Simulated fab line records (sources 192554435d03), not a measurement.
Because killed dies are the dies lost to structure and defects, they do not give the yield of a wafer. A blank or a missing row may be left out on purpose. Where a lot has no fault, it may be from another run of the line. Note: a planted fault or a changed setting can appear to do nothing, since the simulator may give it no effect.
Chamber matching || flow n5Finfet || rieSi-01 running N5_FIN_SAQP_MANDREL2_REMOVE_60: 4 sister chambers
The step chemistry HBr/Cl2/O2, target a-Si, stops on SiNx, bt time 10 s. 4 wafers are shown with their chamber, then 12 later ones without.

EACH WAFER AND ITS CHAMBER
{"wafer": "L085.1", "chamber": 3, "drypumpMotorCurrentA (A)": 6.3}
{"wafer": "L092.1", "chamber": 0, "drypumpMotorCurrentA (A)": 6.4}
{"wafer": "L092.2", "chamber": 2, "drypumpMotorCurrentA (A)": 6.0}
{"wafer": "L092.3", "chamber": 1, "drypumpMotorCurrentA (A)": 4.7}

WAFERS WITHOUT THEIR CHAMBER
{"wafer": "L092.4", "drypumpMotorCurrentA (A)": 6.3}
{"wafer": "L092.5", "drypumpMotorCurrentA (A)": 6.3}
{"wafer": "L092.6", "drypumpMotorCurrentA (A)": 5.9}
{"wafer": "L096.1", "drypumpMotorCurrentA (A)": 6.0}
{"wafer": "L096.2", "drypumpMotorCurrentA (A)": 4.7}
{"wafer": "L096.3", "drypumpMotorCurrentA (A)": 6.5}
{"wafer": "L096.4", "drypumpMotorCurrentA (A)": 6.3}
{"wafer": "L096.5", "drypumpMotorCurrentA (A)": 6.3}
{"wafer": "L096.6", "drypumpMotorCurrentA (A)": 6.4}
{"wafer": "L097.1", "drypumpMotorCurrentA (A)": 6.3}
{"wafer": "L097.2", "drypumpMotorCurrentA (A)": 6.4}
{"wafer": "L097.3", "drypumpMotorCurrentA (A)": 4.7}

WHICH CHAMBER EACH WENT THROUGH
{"wafer": "L092.4", "from the rows above": 3, "in truth": 3}
{"wafer": "L092.5", "from the rows above": 3, "in truth": 3}
{"wafer": "L092.6", "from the rows above": 2, "in truth": 2}
{"wafer": "L096.1", "from the rows above": 2, "in truth": 2}
{"wafer": "L096.2", "from the rows above": 1, "in truth": 1}
{"wafer": "L096.3", "from the rows above": 0, "in truth": 0}
{"wafer": "L096.4", "from the rows above": 3, "in truth": 3}
{"wafer": "L096.5", "from the rows above": 3, "in truth": 3}
{"wafer": "L096.6", "from the rows above": 0, "in truth": 0}
{"wafer": "L097.1", "from the rows above": 3, "in truth": 3}
{"wafer": "L097.2", "from the rows above": 0, "in truth": 0}
{"wafer": "L097.3", "from the rows above": 1, "in truth": 1}
Correctly placed: 12 of 12. Can't be placed from these rows: 0. 0 placed wrongly.
How it was worked out, from the rows above alone: a wafer's distance from a chamber is the root of the sum, over the readings, of the square of ((its reading less the chamber's mean) divided by the reading's scatter). If the next closest chamber is less than 2 further off than the closest, the wafer can't be placed; otherwise it belongs to the closest. For every chamber, the mean is computed from those of its wafers that are shown. The scatter: root of mean squared gap, hidden wafer to nearest shown wafer, with one shown wafer a chamber.
